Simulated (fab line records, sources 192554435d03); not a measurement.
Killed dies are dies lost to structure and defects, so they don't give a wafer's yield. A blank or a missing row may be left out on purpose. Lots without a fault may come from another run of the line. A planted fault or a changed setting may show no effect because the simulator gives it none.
A struck lot beside a sound one | flow n5_finfet | 22 steps out of a route of 1938
Sound: wafers L583.1, L583.3, L583.5. Struck: wafer L592.5. (L592.6 of the same lot was not struck and is left out.) The cause comes at the end.
At each step with rows: each side's tool, then ch and its chambers, then its first start. Under that, the readings that differ: sound wafers | struck wafers | difference of the means | sigmas: that difference in standard deviations of wafers without a fault.
alike: readings whose means differ by less than 2 such deviations, and words and numbers that are the same on both sides. not compared: withheld readings, readings that some wafer has no value for, bounds like >300 that may hide the same value, and numbers for which the record gives no deviation and whose values overlap.
The two part at a step that has a row with sigmas, a row that says differs or no value, or rows on one side only. Numbers that don't overlap but have no deviation are shown without sigmas and don't part them. A reading that every wafer of one side lacks parts them only if that side has two wafers or more.

first, 1 step without rows for these wafers: N5_HKMG_FIN_IL_REGROW_00 (material SiO2, chemistry O3, target thk 0.75 nm, time 30 s).
N5_HKMG_FIN_HK_ALD_01: deposits HfO2, target thk 1.6 nm, pulse time 3 s, purge time 3 s.
  sound on ald_hk-02 ch 0,3, day 5 02:38; struck on ald_hk-03 ch 0, day 7 06:56
  alike: precursor_pulse_height_rel
  not compared: since_wet_clean_h
N5_HKMG_FIN_HK_ANNEAL_02: time 30 s.
  sound on rtp_anneal-01 ch 0, day 5 02:53; struck on rtp_anneal-02 ch 0, day 7 07:13
  alike: lamp_power_pct, lamp_zone_1_pct, lamp_zone_2_pct, lamp_zone_4_pct, wafer_temp_C_max
N5_HKMG_FIN_ALD_74: deposits La2O3, target thk 0.5 nm, pulse time 6 s, co reactant pulse time 1 s.
  sound on ald_hk-01 ch 0,1,3, day 5 03:07; struck on ald_hk-02 ch 0, day 7 07:21
  reading                    | sound             | struck | difference | sigmas
  heater_power_w (W)         | 365 404 361       | 293    | -84        | -3
  precursor_pulse_height_rel | 1.004 1.042 1.023 | 0.974  | -0.049     | -2
  not compared: since_wet_clean_h
then, 8 steps without rows for these wafers: N5_HKMG_FIN_ALD_75 (deposits Al2O3, target thk 1 nm, co reactant pulse time 1 s); N5_HKMG_FIN_COAT_41 (time 60 s, resist thk 300 nm); N5_HKMG_FIN_COAT_42 (time 60 s, resist thk 35 nm); N5_HKMG_FIN_COAT_43 (resist thk 90 nm); N5_HKMG_FIN_EBR_45; N5_HKMG_FIN_SOFTBAKE_44 (time 60 s); N5_HKMG_FIN_EXPOSE_46 (exposes mask NDIPOLE); N5_HKMG_FIN_PEB_47 (peb time 60 s).
N5_HKMG_FIN_DEVELOP_48: develop time 30 s.
  sound on litho_track-01 ch 0, day 5 03:29; struck on litho_track-01 ch 0, day 7 07:41
N5_HKMG_FIN_CD_MEAS_49: target cd 202 nm.
  sound on cd_sem-01 ch 0, day 5 03:32; struck on cd_sem-01 ch 0, day 7 07:44
  alike: cd_nm
N5_HKMG_FIN_OVL_MEAS_50:
  sound on overlay-02 ch 0, day 5 03:34; struck on overlay-01 ch 0, day 7 07:46
  alike: NDIPOLE_OVL
N5_HKMG_FIN_INSPECT_61: inspects for defects (macro).
  sound on defect_inspect-02, day 5 03:35; struck on defect_inspect-02, day 7 07:47
  alike: raw_defect_count
N5_HKMG_FIN_DESCUM_53: chemistry O2, time 7.9 s.
  sound on rie_diel-05 ch 1,2, day 5 03:57; struck on rie_diel-06 ch 2, day 7 07:59
  alike: bias_power_w, drypump_motor_current_A, oes_product_au, rf_fwd_power_W, rf_vpp_V, showerhead_plenum_p_Torr, throttle_valve_pct
  not compared: rf_hours_counter_h
N5_HKMG_FIN_ETCH_54: etches SiARC in CF4, target depth 45.5 nm, time 75.8 s.
  sound on rie_diel-05 ch 1,2, day 5 03:59; struck on rie_diel-06 ch 2, day 7 08:02
  alike: drypump_motor_current_A, etch_rf_on_time_s, oes_product_au, rf_fwd_power_W, rf_vpp_V, showerhead_plenum_p_Torr, throttle_valve_pct
  not compared: rf_hours_counter_h
N5_HKMG_FIN_ETCH_55: etches SOC in N2/H2, target depth 240 nm, time 300 s.
  sound on rie_diel-05 ch 1,2, day 5 04:02; struck on rie_diel-06 ch 2, day 7 08:09
  reading                          | sound     | struck | difference | sigmas
  model.HKMG_FIN.cd_offset_nm (nm) | 0 0.2 0.4 | -0.8   | -1.0       |
  alike: drypump_motor_current_A, oes_product_au, rf_fwd_power_W, rf_vpp_V, showerhead_plenum_p_Torr, throttle_valve_pct
  not compared: rf_hours_counter_h
then, 1 step without rows for these wafers: N5_HKMG_FIN_STRIP_56 (strips in N2/H2).
-- the record jumps here: 4 days lie between the struck wafers' starts before and after (it left off in module HKMG_FIN and takes up again in module BEOL_M4, whose first step shown is number 1111 of the route) --
N5_BEOL_M4_RC_MEAS_101:
  sound on prober-01 ch 0, day 8 23:05; struck on prober-02 ch 0, day 11 01:57
  reading       | sound       | struck | difference | sigmas
  ION_N (uA/um) | 686 681 682 | 658    | -25        | -3
  alike: DIBL_N, DIBL_P, IOFF_N, IOFF_P, ION_P, SS_N, SS_P, VT_N, VT_P
then, 1 step without rows for these wafers: N5_PASSIVATION_PROBE_49.

WHERE THEY PART
First at N5_HKMG_FIN_ALD_74; last, within this record, at N5_BEOL_M4_RC_MEAS_101.

WHY: what the simulator had put in
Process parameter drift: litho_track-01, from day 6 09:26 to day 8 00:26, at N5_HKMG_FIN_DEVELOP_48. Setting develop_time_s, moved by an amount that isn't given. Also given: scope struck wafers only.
